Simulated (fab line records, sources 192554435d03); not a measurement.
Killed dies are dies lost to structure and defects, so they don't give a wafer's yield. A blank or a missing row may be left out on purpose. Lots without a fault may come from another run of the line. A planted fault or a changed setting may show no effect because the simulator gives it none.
A struck lot beside a sound one | flow n5_finfet | 16 steps out of a route of 1938
Sound: wafers L339.2, L339.3, L339.6. Struck: wafer L352.3. (L352.1 of the same lot was not struck and is left out.) The cause comes at the end.
At each step with rows: each side's tool, then ch and its chambers, then its first start. Under that, the readings that differ: sound wafers | struck wafers | difference of the means | sigmas: that difference in standard deviations of wafers without a fault.
alike: readings whose means differ by less than 2 such deviations, and words and numbers that are the same on both sides. not compared: withheld readings, readings that some wafer has no value for, bounds like >300 that may hide the same value, and numbers for which the record gives no deviation and whose values overlap.
The two part at a step that has a row with sigmas, a row that says differs or no value, or rows on one side only. Numbers that don't overlap but have no deviation are shown without sigmas and don't part them. A reading that every wafer of one side lacks parts them only if that side has two wafers or more.

first, 1 step without rows for these wafers: N5_GATE_CUT_ETCH_19 (etches SiNx in CH3F/O2, target depth 53.7 nm, time 76.7 s).
N5_GATE_CUT_CUT_ETCH_53: etches W in SF6/Cl2, target depth 79.2 nm.
  sound on rie_metal-03 ch 0,1, day 4 11:05; struck on rie_metal-02 ch 0, day 7 17:20
  reading                | sound             | struck | difference | sigmas
  throttle_valve_pct (%) | 29.38 29.36 29.05 | 28.72  | -0.54      | -2
  alike: bias_w, drypump_motor_current_A, etch_rf_on_time_s, oes_product_au
  not compared: rf_hours_counter_h
N5_GATE_CUT_CUT_ETCH_54: etches TiN in Cl2/BCl3, target depth 96.7 nm.
  sound on rie_metal-03 ch 0,1, day 4 11:09; struck on rie_metal-02 ch 0, day 7 17:23
  alike: bias_w, drypump_motor_current_A, etch_rf_on_time_s, mfc_ar_sccm, oes_product_au, throttle_valve_pct
  not compared: rf_hours_counter_h
N5_GATE_CUT_CUT_ETCH_55: etches HfO2 in BCl3, target depth 3.2 nm.
  sound on rie_metal-03 ch 0,1, day 4 11:13; struck on rie_metal-02 ch 0, day 7 17:27
  reading                | sound             | struck | difference | sigmas
  throttle_valve_pct (%) | 33.67 33.64 33.25 | 32.91  | -0.61      | -2
  alike: bias_w, drypump_motor_current_A, oes_product_au
  not compared: rf_hours_counter_h
then, 2 steps without rows for these wafers: N5_GATE_CUT_ETCH_47 (etches SiO2 in Cl2/BCl3, target depth 10 nm); N5_GATE_CUT_VAPOR_ETCH_48 (etches TiN in BCl3/Cl2).
N5_GATE_CUT_VAPOR_ETCH_49: etches TiAlC in BCl3/Cl2.
  sound on rie_metal-03 ch 0,1, day 4 11:18; struck on rie_metal-02 ch 0, day 7 17:32
  alike: drypump_motor_current_A, oes_product_au
then, 1 step without rows for these wafers: N5_GATE_CUT_VAPOR_ETCH_51 (etches HfO2 in BCl3/Cl2).
N5_GATE_CUT_STRIP_21: strips in N2/H2, time 30 s.
  sound on plasma_asher-01 ch 0,1, day 4 11:23; struck on plasma_asher-02 ch 0, day 7 17:37
  alike: drypump_motor_current_A, heater_power_w
  not compared: rf_hours_counter_h
then, 3 steps without rows for these wafers: N5_GATE_CUT_STRIP_29 (strips in post etch residue remover, time 60 s); N5_GATE_CUT_SRD_52 (time 30 s); N5_GATE_CUT_ALD_22 (deposits SiNx, target thk 16 nm, pulse time 1 s, ald cycles 320).
N5_GATE_CUT_CMP_23: polishes, stops on SiO2, t overpolish 23.4 s, target thk 16 nm.
  sound on cmp-02 ch 0,1,2, day 4 13:06; struck on cmp-04 ch 0, day 7 19:20
  reading                                   | sound          | struck | difference | sigmas
  time_to_endpoint_s (s)                    | 20.7 19.1 19.8 | 10.4   | -9.5       | -5
  model.SiNx_of_GATE_CUT_ALD_22.thk_nm (nm) | 16 16 16       | 14.4   | -1.6       |
  alike: motor_current_A, overpolish_run_s
  not compared: pad_life_wafers
N5_GATE_CUT_THK_MEAS_24:
  sound on film_metro-01, day 4 13:19; struck on film_metro-01, day 7 19:34
  alike: GC_FILL_THK
-- the record jumps here: 4 days lie between the struck wafers' starts before and after (it left off in module GATE_CUT and takes up again in module BEOL_M4, whose first step shown is number 1111 of the route) --
N5_BEOL_M4_RC_MEAS_101:
  sound on prober-02 ch 0, day 7 20:58; struck on prober-02 ch 0, day 11 10:38
  alike: DIBL_N, DIBL_P, IOFF_N, IOFF_P, ION_N, ION_P, SS_N, SS_P, VT_N, VT_P
then, 1 step without rows for these wafers: N5_PASSIVATION_PROBE_49.

WHERE THEY PART
First at N5_GATE_CUT_CUT_ETCH_53; last, within this record, at N5_GATE_CUT_CMP_23. Later steps at which nothing parts them and some readings are alike: N5_GATE_CUT_THK_MEAS_24, N5_BEOL_M4_RC_MEAS_101.

WHY: what the simulator had put in
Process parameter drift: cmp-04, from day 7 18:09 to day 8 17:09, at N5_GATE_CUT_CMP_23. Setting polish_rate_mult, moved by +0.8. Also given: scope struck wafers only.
